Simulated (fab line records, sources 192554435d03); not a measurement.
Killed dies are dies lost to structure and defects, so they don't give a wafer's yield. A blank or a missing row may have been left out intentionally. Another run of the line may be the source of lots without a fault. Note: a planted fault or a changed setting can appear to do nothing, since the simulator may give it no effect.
What tool caused it? ; flow n5-finfet ; Sampling: 24 lots, 72 wafers, 4 of 1938 route steps

## WHAT EACH GAUGE READ, for each wafer
N5_BEOL_M10_OVL_MEAS_12. Usual: M10_OVL 0.5 nm, standard deviation 0.95.
lot;measured;on;M10_OVL (nm);flag
L074;day 9 16:51;overlay-01;0.2 1.1 1.2;
L075;day 9 22:16;overlay-02;0.9 1.2 -0.2;
L076;day 10 06:50;overlay-01;-1.0 0.1 0.2;
L077;day 10 10:24;overlay-02;3.0 1.8 3.3;
L078;day 11 04:26;overlay-02;-0.8 -1.2 0.8;
L079;day 11 04:35;overlay-02;0.9 0.2 -0.2;
L080;day 11 16:12;overlay-02;0.1 1.5 0.2;
L081;day 11 21:52;overlay-02;1.5 1.3 0.1;
L082;day 12 04:25;overlay-01;1.9 1.1 0.4;
L083;day 12 07:04;overlay-02;0.7 1.7 -1.1;
L084;day 12 14:35;overlay-01;-1.2 -0.6 0.9;
L085;day 12 14:40;overlay-01;2.8 0.4 0.5;
L086;day 13 11:43;overlay-01;0.8 0.5 0.6;
L088;day 13 21:53;overlay-01;-0.1 0.8 -0.3;
L087;day 14 00:28;overlay-02;2.0 1.3 1.8;
L090;day 14 06:57;overlay-01;0.9 0.0 -1.2;
L089;day 14 09:09;overlay-02;1.2 1.3 1.0;
L091;day 14 21:00;overlay-02;1.2 1.5 0.4;
L092;day 14 21:11;overlay-01;1.0 1.6 0.3;
L095;day 15 04:57;overlay-02;-0.3 -0.1 1.3;
L094;day 15 05:07;overlay-01;-0.3 -1.8 0.6;
L093;day 15 11:14;overlay-01;0.8 -0.1 2.2;
L096;day 16 04:49;overlay-02;-0.1 -0.3 0.9;
L097;day 16 16:12;overlay-02;-1.2 -0.6 0.6;

N5_BEOL_M10_INSPECT_30: inspects for defects (brightfield). Usual: raw-defect-count 407, standard deviation 94.
lot;measured;on;raw-defect-count;flag
L074;day 9 18:50;defect-inspect-01;439 480 436;
L075;day 10 00:28;defect-inspect-01;599 606 691;
L076;day 10 09:24;defect-inspect-02;364 368 513;
L077;day 10 13:13;defect-inspect-02;590 513 474;
L078;day 11 05:55;defect-inspect-01;217 439 374;
L079;day 11 06:05;defect-inspect-01;329 378 384;
L080;day 11 18:02;defect-inspect-02;259 273 312;
L081;day 12 03:10;defect-inspect-02;302 261 368;
L082;day 12 06:56;defect-inspect-02;410 334 383;
L083;day 12 09:43;defect-inspect-02;406 449 364;
L084;day 12 19:29;defect-inspect-02;339 338 377;
L085;day 12 20:05;defect-inspect-02;291 412 388;
L086;day 13 14:45;defect-inspect-02;336 346 398;
L088;day 13 22:52;defect-inspect-02;367 369 355;
L087;day 14 01:40;defect-inspect-02;342 576 486;
L090;day 14 07:56;defect-inspect-01;545 568 397;
L089;day 14 10:34;defect-inspect-02;358 403 499;
L091;day 14 22:10;defect-inspect-01;505 597 552;
L092;day 14 22:20;defect-inspect-02;419 402 358;
L095;day 15 06:40;defect-inspect-01;417 347 314;
L094;day 15 06:29;defect-inspect-01;311 335 432;
L093;day 15 13:06;defect-inspect-02;496 298 400;
L096;day 16 06:56;defect-inspect-01;490 395 477;
L097;day 16 19:14;defect-inspect-02;272 276 337;

## EACH LOT AND THE TOOL THAT RAN IT (in order: tool; ch and the chambers of the sampled wafers; start)
lot;N5_BEOL_M10_HM_OPEN_17;N5_BEOL_M10_STRIP_19
L074;rie-metal-02 ch 0,1, day 9 17:11;rie-diel-02 ch 0,2,3, day 9 17:20
L075;rie-metal-01 ch 0, day 9 22:41;rie-diel-01 ch 1,2, day 9 22:52
L076;rie-metal-01 ch 0, day 10 07:10;rie-diel-01 ch 0,2,3, day 10 07:22
L077;rie-metal-03 ch 0,1, day 10 10:50;rie-diel-01 ch 0,1,3, day 10 10:57
L078;rie-metal-02 ch 0,1, day 11 04:46;rie-diel-04 ch 0,1,2, day 11 05:02
L079;rie-metal-01 ch 0,1, day 11 05:08;rie-diel-02 ch 1,2,3, day 11 05:20
L080;rie-metal-02 ch 0,1, day 11 16:32;rie-diel-02 ch 0,1,3, day 11 16:38
L081;rie-metal-02 ch 0,1, day 12 00:08;rie-diel-01 ch 2,3, day 12 00:22
L082;rie-metal-01 ch 0,1, day 12 06:05;rie-diel-02 ch 1,2,3, day 12 06:24
L083;rie-metal-01 ch 0,1, day 12 08:57;rie-diel-01 ch 0,1,2, day 12 09:10
L084;rie-metal-01 ch 0,1, day 12 15:55;rie-diel-01 ch 0,1, day 12 16:07
L085;rie-metal-02 ch 0,1, day 12 16:08;rie-diel-04 ch 0,1,2, day 12 16:27
L086;rie-metal-02 ch 0,1, day 13 12:10;rie-diel-04 ch 1,2, day 13 12:15
L088;rie-metal-02 ch 0,1, day 13 22:13;rie-diel-02 ch 0,2,3, day 13 22:20
L087;rie-metal-02 ch 0,1, day 14 01:01;rie-diel-02 ch 1,2,3, day 14 01:06
L090;rie-metal-02 ch 0,1, day 14 07:19;rie-diel-04 ch 2,3, day 14 07:23
L089;rie-metal-02 ch 0,1, day 14 09:46;rie-diel-02 ch 0,2,3, day 14 09:53
L091;rie-metal-01 ch 0,1, day 14 21:20;rie-diel-02 ch 0,2,3, day 14 21:29
L092;rie-metal-03 ch 0,1, day 14 21:31;rie-diel-01 ch 0,2, day 14 21:37
L095;rie-metal-03 ch 0,1, day 15 05:19;rie-diel-04 ch 0,2,3, day 15 05:32
L094;rie-metal-01 ch 0,1, day 15 05:32;rie-diel-04 ch 2,3, day 15 05:38
L093;rie-metal-02 ch 0,1, day 15 11:41;rie-diel-01 ch 0,1, day 15 11:50
L096;rie-metal-03 ch 0,1, day 16 05:18;rie-diel-01 ch 1,2,3, day 16 05:26
L097;rie-metal-01 ch 0,1, day 16 16:40;rie-diel-04 ch 0,1,2, day 16 16:47
- N5_BEOL_M10_HM_OPEN_17: chemistry Cl2/BCl3, target TiN, target depth 20 nm, overetch 6 nm.
- N5_BEOL_M10_STRIP_19: strips in O2.

## WHAT THE TOOLS THEMSELVES READ (means of the sampled wafers that have a number; where no wafer has one, the mark that the record gives instead)
N5_BEOL_M10_HM_OPEN_17. Usual: bias-w 126.0 W, standard deviation 0.38; drypump-motor-current-A 5.4 A, standard deviation 0.35; oes-product-au 0.63 a.u., standard deviation 0.076; throttle-valve-pct 22.21 %, standard deviation 0.26.
lot;tool;bias-w (W);drypump-motor-current-A (A);oes-product-au (a.u.);throttle-valve-pct (%);flag
L074;rie-metal-02;125.8;5.2;0.61;22.23;
L075;rie-metal-01;125.5;5.9;0.57;22.45;
L076;rie-metal-01;126.0;5.9;0.57;22.45;
L077;rie-metal-03;126.2;5.7;0.57;22.05;
L078;rie-metal-02;126.0;5.2;0.60;22.24;
L079;rie-metal-01;126.3;5.5;0.65;22.14;
L080;rie-metal-02;125.8;5.2;0.60;22.26;
L081;rie-metal-02;126.2;5.1;0.64;22.34;
L082;rie-metal-01;126.1;5.7;0.60;22.29;
L083;rie-metal-01;126.4;5.7;0.60;22.31;
L084;rie-metal-01;126.2;5.7;0.60;22.31;
L085;rie-metal-02;126.1;5.1;0.64;22.32;
L086;rie-metal-02;126.2;5.1;0.64;22.32;
L088;rie-metal-02;126.0;5.2;0.59;22.27;
L087;rie-metal-02;125.6;5.1;0.64;22.34;
L090;rie-metal-02;125.7;5.1;0.63;22.34;
L089;rie-metal-02;126.0;5.2;0.58;22.27;
L091;rie-metal-01;125.9;5.5;0.62;22.16;
L092;rie-metal-03;125.5;5.9;0.69;21.77;
L095;rie-metal-03;126.0;5.7;0.73;21.97;
L094;rie-metal-01;125.8;5.5;0.61;22.18;
L093;rie-metal-02;126.1;5.2;0.59;22.25;
L096;rie-metal-03;126.0;5.9;0.67;21.76;
L097;rie-metal-01;126.0;5.5;0.72;21.99;

N5_BEOL_M10_STRIP_19. Usual: drypump-motor-current-A 5.6 A, standard deviation 0.45; oes-product-au 0.80 a.u., standard deviation 0.069; rf-vpp-V 3.6 V, standard deviation 0.56; showerhead-plenum-p-Torr 2.09 Torr, standard deviation 0.06; throttle-valve-pct 16.49 %, standard deviation 0.23.
lot;tool;drypump-motor-current-A (A);oes-product-au (a.u.);rf-vpp-V (V);showerhead-plenum-p-Torr (Torr);throttle-valve-pct (%);flag
L074;rie-diel-02;6.1;0.82;3.3;2.05;16.54;
L075;rie-diel-01;5.5;0.89;3.3;2.14;16.41;
L076;rie-diel-01;5.3;0.79;3.9;2.12;16.41;
L077;rie-diel-01;5.3;0.79;3.5;2.13;16.31;
L078;rie-diel-04;5.3;0.86;3.8;2.14;16.48;
L079;rie-diel-02;5.9;0.78;3.8;2.05;16.44;
L080;rie-diel-02;5.9;0.79;3.5;2.03;16.60;
L081;rie-diel-01;5.0;0.79;3.8;2.09;16.26;
L082;rie-diel-02;5.9;0.77;4.1;2.05;16.47;
L083;rie-diel-01;5.6;0.80;3.9;2.14;16.49;
L084;rie-diel-01;5.6;0.75;4.0;2.16;16.52;
L085;rie-diel-04;5.3;0.84;3.7;2.13;16.49;
L086;rie-diel-04;5.1;0.80;3.7;2.16;16.43;
L088;rie-diel-02;6.2;0.78;3.8;2.03;16.60;
L087;rie-diel-02;5.9;0.75;3.8;2.04;16.51;
L090;rie-diel-04;5.2;0.82;3.6;2.13;16.45;
L089;rie-diel-02;6.2;0.77;3.7;2.03;16.63;
L091;rie-diel-02;6.2;0.76;2.9;2.03;16.62;
L092;rie-diel-01;5.7;0.73;3.9;2.14;16.65;
L095;rie-diel-04;5.5;0.84;3.1;2.10;16.56;
L094;rie-diel-04;5.4;0.85;3.2;2.13;16.52;
L093;rie-diel-01;5.6;0.73;3.1;2.15;16.56;
L096;rie-diel-01;5.3;0.79;3.5;2.10;16.37;
L097;rie-diel-04;5.4;0.80;3.5;2.12;16.56;

## THE ANSWER, worked out from the rows above alone
Rule: lot off if the mean of its wafers having a number is beyond 3 standard deviations from the usual mean. A lot without any number at a reading at which 4 lots or more have one is off too. The other lots that the step has rows for count as sound. Order of review: gauges by route order, followed by the tools' own readings, for which a lot's mean as printed above is used. The first step at which some lot is off is used, and at that step the reading that is off furthest; a lot without a number counts as furthest.
No lot is off on any of the readings shown, so nothing can be concluded from this.

## WHAT THE SIMULATOR PUT IN
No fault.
